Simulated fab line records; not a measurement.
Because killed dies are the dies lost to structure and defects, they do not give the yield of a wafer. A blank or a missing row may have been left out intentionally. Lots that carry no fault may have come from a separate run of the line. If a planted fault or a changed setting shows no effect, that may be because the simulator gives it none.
The tool behind it: which one? -- flow n5-finfet -- Sampling: 24 lots, 72 wafers, 6 of 1938 route steps

## WHAT THE GAUGES SHOWED, per wafer
N5_BEOL_M2_CD_MEAS_11: the cd target is 16.79 nm.
lot,measured,on,cd-nm (nm)
L074,day 6 16:21,cd-sem-03,17.06 17.16 16.81
L075,day 6 20:06,cd-sem-01,16.70 16.90 16.57
L077,day 7 04:23,cd-sem-02,16.88 16.61 16.92
L076,day 7 04:33,cd-sem-01,16.50 17.00 16.91
L078,day 7 14:08,cd-sem-01,16.84 16.98 16.94
L079,day 7 23:55,cd-sem-02,16.94 16.96 17.28
L080,day 8 08:05,cd-sem-03,16.86 17.08 16.49
L082,day 8 22:00,cd-sem-02,16.50 16.69 16.50
L081,day 9 02:25,cd-sem-03,16.83 16.74 16.45
L083,day 9 08:29,cd-sem-01,16.54 16.52 16.75
L084,day 9 08:34,cd-sem-03,17.14 16.96 17.23
L086,day 9 16:29,cd-sem-01,16.75 16.55 16.19
L085,day 9 18:15,cd-sem-02,16.38 16.76 16.75
L088,day 10 01:38,cd-sem-02,16.54 16.44 17.46
L087,day 10 05:30,cd-sem-03,16.45 16.75 17.14
L089,day 10 08:37,cd-sem-02,16.47 16.58 16.86
L090,day 10 11:20,cd-sem-02,16.59 16.84 16.97
L091,day 10 14:49,cd-sem-02,16.75 16.86 16.48
L092,day 10 19:40,cd-sem-01,16.80 17.31 16.96
L093,day 11 12:31,cd-sem-03,17.04 17.00 16.86
L094,day 12 04:46,cd-sem-02,16.99 17.18 16.56
L095,day 12 10:38,cd-sem-01,17.18 17.03 16.79
L097,day 12 12:34,cd-sem-01,17.26 16.88 16.51
L096,day 12 17:26,cd-sem-02,16.27 16.64 16.73

N5_BEOL_M2_OVL_MEAS_29.
lot,measured,on,V1_OVL (nm)
L074,day 6 17:20,overlay-01,-0.4 0.7 0.1
L075,day 6 21:02,overlay-02,1.2 -0.5 -0.4
L077,day 7 05:28,overlay-01,0.2 -0.3 -0.3
L076,day 7 05:40,overlay-02,0.1 0.8 0.2
L078,day 7 15:20,overlay-02,-0.1 0.0 -0.2
L079,day 8 00:55,overlay-02,-2.0 -2.3 -2.1
L080,day 8 09:08,overlay-01,-1.2 -0.3 -1.4
L082,day 8 22:55,overlay-01,-1.3 -0.6 -0.2
L081,day 9 03:27,overlay-01,-0.3 0.1 -0.7
L083,day 9 09:24,overlay-02,0.4 0.1 0.4
L084,day 9 09:38,overlay-01,-1.4 -1.6 -1.4
L086,day 9 17:28,overlay-01,0.7 -0.1 0.5
L085,day 9 19:11,overlay-02,-0.1 -0.5 0.2
L088,day 10 02:40,overlay-01,-1.3 -0.6 -1.2
L087,day 10 06:32,overlay-01,-0.7 -1.0 -1.2
L089,day 10 09:41,overlay-01,-1.7 -0.3 -0.6
L090,day 10 12:15,overlay-01,0.8 0.1 -0.1
L091,day 10 16:06,overlay-02,-0.3 0.6 -0.1
L092,day 10 20:41,overlay-01,1.0 0.5 0.2
L093,day 11 18:10,overlay-02,0.0 0.1 0.9
L094,day 12 05:44,overlay-01,0.8 0.9 -0.2
L095,day 12 11:47,overlay-02,-0.8 -1.0 0.0
L097,day 12 13:36,overlay-02,-0.4 -0.2 0.0
L096,day 12 18:30,overlay-01,0.0 -0.6 0.0

## EACH LOT AND THE TOOL THAT RAN IT (in order: tool; ch and the chambers of the sampled wafers; start)
lot,N5_BEOL_M1_SPUTTER_79,N5_BEOL_M1_ANNEAL_87,N5_BEOL_M1_SPUTTER_88,N5_BEOL_M1_DEP_57
L074,"pvd-sputter-02, day 6 10:49","pvd-sputter-02, day 6 11:20","pvd-sputter-02, day 6 11:28","pecvd-02 ch 0,1,2, day 6 13:34"
L075,"pvd-sputter-02, day 6 14:35","pvd-sputter-02, day 6 15:07","pvd-sputter-02, day 6 15:15","pecvd-02 ch 1,2, day 6 17:14"
L077,"pvd-sputter-02, day 6 23:01","pvd-sputter-02, day 6 23:32","pvd-sputter-02, day 6 23:41","pecvd-02 ch 0,1,2, day 7 01:32"
L076,"pvd-sputter-01, day 6 23:05","pvd-sputter-01, day 6 23:36","pvd-sputter-01, day 6 23:44","pecvd-04 ch 0,1,2, day 7 01:38"
L078,"pvd-sputter-01, day 7 08:38","pvd-sputter-01, day 7 09:10","pvd-sputter-01, day 7 09:18","pecvd-02 ch 0,1,2, day 7 11:14"
L079,"pvd-sputter-01, day 7 20:05","pvd-sputter-01, day 7 20:37","pvd-sputter-01, day 7 20:45","pecvd-02 ch 0,1, day 7 22:41"
L080,"pvd-sputter-01, day 7 22:55","pvd-sputter-01, day 7 23:26","pvd-sputter-01, day 7 23:34","pecvd-03 ch 1,2, day 8 01:35"
L082,"pvd-sputter-01, day 8 18:18","pvd-sputter-01, day 8 18:49","pvd-sputter-01, day 8 18:58","pecvd-04 ch 0,1, day 8 20:49"
L081,"pvd-sputter-01, day 8 22:38","pvd-sputter-01, day 8 23:09","pvd-sputter-01, day 8 23:17","pecvd-02 ch 1,2, day 9 01:09"
L083,"pvd-sputter-01, day 9 03:28","pvd-sputter-01, day 9 03:59","pvd-sputter-01, day 9 04:07","pecvd-02 ch 1,2, day 9 05:59"
L084,"pvd-sputter-03, day 9 03:34","pvd-sputter-03, day 9 04:05","pvd-sputter-03, day 9 04:14","pecvd-02 ch 1,2, day 9 06:07"
L086,"pvd-sputter-01, day 9 11:54","pvd-sputter-01, day 9 12:25","pvd-sputter-01, day 9 12:34","pecvd-03 ch 0,1, day 9 14:27"
L085,"pvd-sputter-01, day 9 13:50","pvd-sputter-01, day 9 14:22","pvd-sputter-01, day 9 14:30","pecvd-03 ch 1, day 9 16:36"
L088,"pvd-sputter-02, day 9 22:10","pvd-sputter-02, day 9 22:41","pvd-sputter-02, day 9 22:50","pecvd-04 ch 0,2, day 10 00:41"
L087,"pvd-sputter-03, day 10 01:34","pvd-sputter-03, day 10 02:05","pvd-sputter-03, day 10 02:13","pecvd-02 ch 0,1,2, day 10 04:05"
L089,"pvd-sputter-03, day 10 05:22","pvd-sputter-03, day 10 05:53","pvd-sputter-03, day 10 06:01","pecvd-03 ch 1, day 10 07:55"
L090,"pvd-sputter-01, day 10 06:04","pvd-sputter-01, day 10 06:35","pvd-sputter-01, day 10 06:43","pecvd-03 ch 0,1, day 10 08:35"
L091,"pvd-sputter-01, day 10 08:35","pvd-sputter-01, day 10 09:07","pvd-sputter-01, day 10 09:15","pecvd-03 ch 1, day 10 11:11"
L092,"pvd-sputter-03, day 10 16:09","pvd-sputter-03, day 10 16:40","pvd-sputter-03, day 10 16:49","pecvd-04 ch 0,1,2, day 10 18:42"
L093,"pvd-sputter-01, day 11 06:47","pvd-sputter-01, day 11 07:19","pvd-sputter-01, day 11 07:27","pecvd-02 ch 1,2, day 11 09:23"
L094,"pvd-sputter-02, day 12 00:44","pvd-sputter-02, day 12 01:16","pvd-sputter-02, day 12 01:24","pecvd-04 ch 0,1,2, day 12 03:16"
L095,"pvd-sputter-02, day 12 03:54","pvd-sputter-02, day 12 04:25","pvd-sputter-02, day 12 04:34","pecvd-03 ch 0,1,2, day 12 06:37"
L097,"pvd-sputter-03, day 12 09:11","pvd-sputter-03, day 12 09:43","pvd-sputter-03, day 12 09:51","pecvd-02 ch 0,1, day 12 11:43"
L096,"pvd-sputter-03, day 12 12:22","pvd-sputter-03, day 12 12:53","pvd-sputter-03, day 12 13:02","pecvd-04 ch 1,2, day 12 14:59"
- N5_BEOL_M1_SPUTTER_79: material Cu, target thk 4.5 nm, time 8.29 s.
- N5_BEOL_M1_ANNEAL_87: time 240 s.
- N5_BEOL_M1_SPUTTER_88: material Cu, target thk 4.5 nm, time 8.29 s.
- N5_BEOL_M1_DEP_57: deposits SiCN from 3MS/NH3, target thk 8 nm, time 14 s.

## WHAT THE TOOLS THEMSELVES READ (means of the sampled wafers that have a number; where no wafer has one, the mark that the record gives instead)
N5_BEOL_M1_SPUTTER_79.
lot,tool,throttle-valve-pct (%)
L074,pvd-sputter-02,29.6
L075,pvd-sputter-02,30.4
L077,pvd-sputter-02,30.2
L076,pvd-sputter-01,29.4
L078,pvd-sputter-01,29.4
L079,pvd-sputter-01,29.8
L080,pvd-sputter-01,29.8
L082,pvd-sputter-01,29.5
L081,pvd-sputter-01,30.2
L083,pvd-sputter-01,29.7
L084,pvd-sputter-03,29.2
L086,pvd-sputter-01,28.9
L085,pvd-sputter-01,30.2
L088,pvd-sputter-02,29.5
L087,pvd-sputter-03,29.4
L089,pvd-sputter-03,29.5
L090,pvd-sputter-01,29.8
L091,pvd-sputter-01,29.6
L092,pvd-sputter-03,29.5
L093,pvd-sputter-01,29.6
L094,pvd-sputter-02,30.6
L095,pvd-sputter-02,30.3
L097,pvd-sputter-03,29.0
L096,pvd-sputter-03,29.7

N5_BEOL_M1_ANNEAL_87.
lot,tool,heater-power-w (W)
L074,pvd-sputter-02,830
L075,pvd-sputter-02,820
L077,pvd-sputter-02,822
L076,pvd-sputter-01,768
L078,pvd-sputter-01,836
L079,pvd-sputter-01,774
L080,pvd-sputter-01,823
L082,pvd-sputter-01,816
L081,pvd-sputter-01,800
L083,pvd-sputter-01,778
L084,pvd-sputter-03,786
L086,pvd-sputter-01,896
L085,pvd-sputter-01,802
L088,pvd-sputter-02,840
L087,pvd-sputter-03,830
L089,pvd-sputter-03,832
L090,pvd-sputter-01,781
L091,pvd-sputter-01,831
L092,pvd-sputter-03,816
L093,pvd-sputter-01,855
L094,pvd-sputter-02,841
L095,pvd-sputter-02,839
L097,pvd-sputter-03,788
L096,pvd-sputter-03,851

N5_BEOL_M1_SPUTTER_88.
lot,tool,throttle-valve-pct (%)
L074,pvd-sputter-02,29.6
L075,pvd-sputter-02,30.5
L077,pvd-sputter-02,30.3
L076,pvd-sputter-01,29.4
L078,pvd-sputter-01,29.5
L079,pvd-sputter-01,29.8
L080,pvd-sputter-01,29.8
L082,pvd-sputter-01,29.4
L081,pvd-sputter-01,30.3
L083,pvd-sputter-01,30.0
L084,pvd-sputter-03,29.1
L086,pvd-sputter-01,29.0
L085,pvd-sputter-01,30.4
L088,pvd-sputter-02,29.5
L087,pvd-sputter-03,29.6
L089,pvd-sputter-03,29.4
L090,pvd-sputter-01,29.7
L091,pvd-sputter-01,29.6
L092,pvd-sputter-03,29.4
L093,pvd-sputter-01,29.3
L094,pvd-sputter-02,30.6
L095,pvd-sputter-02,30.2
L097,pvd-sputter-03,29.1
L096,pvd-sputter-03,29.8

N5_BEOL_M1_DEP_57.
lot,tool,showerhead-plenum-p-Torr (Torr),throttle-valve-pct (%)
L074,pecvd-02,3.660,9.2
L075,pecvd-02,3.657,8.8
L077,pecvd-02,3.660,9.1
L076,pecvd-04,3.665,9.1
L078,pecvd-02,3.667,9.2
L079,pecvd-02,3.661,9.8
L080,pecvd-03,3.652,9.3
L082,pecvd-04,3.666,8.9
L081,pecvd-02,3.660,9.3
L083,pecvd-02,3.659,8.7
L084,pecvd-02,3.651,9.4
L086,pecvd-03,3.666,8.9
L085,pecvd-03,3.650,9.2
L088,pecvd-04,3.675,8.7
L087,pecvd-02,3.662,9.3
L089,pecvd-03,3.650,9.3
L090,pecvd-03,3.667,8.9
L091,pecvd-03,3.651,9.5
L092,pecvd-04,3.673,9.3
L093,pecvd-02,3.662,9.4
L094,pecvd-04,3.669,9.2
L095,pecvd-03,3.665,8.8
L097,pecvd-02,3.655,9.8
L096,pecvd-04,3.671,9.6

## THE ANSWER, worked out from the rows above alone
Rule: the usual values come from the lots themselves. Put in order of their means at a reading, lots are off if they are a third of the lots or fewer, leave a main group of 4 or more, and stand apart from it by a gap of 3 or more times the standard deviation of the main group's means; of several such gaps the widest counts. If all means in a main group match to the digits the tables above print for the reading, that group is not used. Also off: a lot with no number at a reading for which 4 or more lots have one. Where the step has rows for the other lots, those lots are counted as sound. Order of review: gauges by route order, followed by the tools' own readings, for which a lot's mean as printed above is used. At the first step where some lot is off, the reading lying furthest off is the one used; lots without a number count as furthest.
None of the lots is off at any reading shown; this tells nothing.

## WHAT THE SIMULATOR HAD PUT IN
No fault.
